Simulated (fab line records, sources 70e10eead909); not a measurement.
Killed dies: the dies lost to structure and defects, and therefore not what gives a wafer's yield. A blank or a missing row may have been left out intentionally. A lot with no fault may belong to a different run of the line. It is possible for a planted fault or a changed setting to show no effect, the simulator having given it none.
The same fault as seen by 2 desks ; flow nandHarc ; each desk has only its own numbers; what lay behind them comes last

## FOR THE TOOL OWNER'S DESK: rieDiel-03
The tool's own readings at NHARC_P_BONDPAD_ETCH_12 (etches the open film in CHF3/O2, target depth 200 nm, time 100 s): means of the sampled wafers that have a number, for each lot that ran on this tool. If a lot's mean is further than 4 standard deviations from the usual mean, the lot is out of limits and carries the mark OUT (the distance appears in the brackets).
Columns: A = drypumpMotorCurrentA at NHARC_P_BONDPAD_ETCH_12, usual 5.8 A; B = oesProductAu at NHARC_P_BONDPAD_ETCH_12, usual 0.938 a.u.; C = rfFwdPowerW at NHARC_P_BONDPAD_ETCH_12, usual 496.1 W; D = rfVppV at NHARC_P_BONDPAD_ETCH_12, usual 370.0 V; E = runLengthS at NHARC_P_BONDPAD_ETCH_12, usual 121.1 s; F = showerheadPlenumPTorr at NHARC_P_BONDPAD_ETCH_12, usual 2.38 Torr; G = throttleValvePct at NHARC_P_BONDPAD_ETCH_12, usual 20.573 %
lot;first seen here;A;B;C;D;E;F;G
L699;day 6 19:53;5.8;0.916;496.3;370.1;120.9;2.37;20.572
L700;day 6 20:26;5.8;0.921;495.0;369.3;121.4;2.36;20.575
L701;day 7 03:10;5.6;0.928;496.6;369.5;121.4;2.36;20.573
L702;day 7 04:29;5.8;0.924;495.9;370.7;121.2;2.36;20.565
L706;day 8 05:34;5.9;0.922;494.5;368.8;121.3;2.39;20.563
L710;day 9 16:20;5.8;0.918;495.4;369.9;115.5 (-13) OUT;2.37;20.571
Finding of this desk: L710 out of limits; the first was L710 at day 9 16:20, on runLengthS at NHARC_P_BONDPAD_ETCH_12. L699, L700, L701, L702, L706 stayed within limits.

## METROLOGY DESK
What the gauges read, lot by lot, whatever tool the lot ran on: means of the sampled wafers that have a number. If a lot's mean is further than 4 standard deviations from the usual mean, the lot is out of limits and carries the mark OUT (the distance appears in the brackets).
Columns: A = thkNm at NHARC_P_M2_THK_MEAS_24, usual 143.8 nm
lot;first seen here;A
L699;day 6 17:43;145.4
L700;day 6 18:05;143.8
L701;day 7 00:49;145.3
L702;day 7 01:58;143.0
L703;day 7 02:36;144.2
L706;day 8 03:22;146.0
L709;day 8 15:53;145.9
L712;day 9 13:37;143.1
L710;day 9 14:01;145.6
L713;day 9 16:07;144.3
L716;day 10 14:11;144.1
L720;day 11 08:16;145.3
This desk found nothing out of limits on any of the 12 lots.

## ALL TOGETHER
The tool owner's desk could have raised an alarm at day 9 16:20, on L710.
From the metrology desk's view, nothing was out of limits.
The metrology desk has L710 on record, within its limits.
On rieDiel-03, each named lot ran NHARC_P_BONDPAD_ETCH_12.

## WHAT THE SIMULATOR PUT IN
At NHARC_P_BONDPAD_ETCH_12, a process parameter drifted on rieDiel-03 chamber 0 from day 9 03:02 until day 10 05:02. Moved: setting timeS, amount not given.
Shown lots that were struck: L710.
How many hours passed from the start of the fault until each desk's first out-of-limits reading: the tool owner's desk, 13.
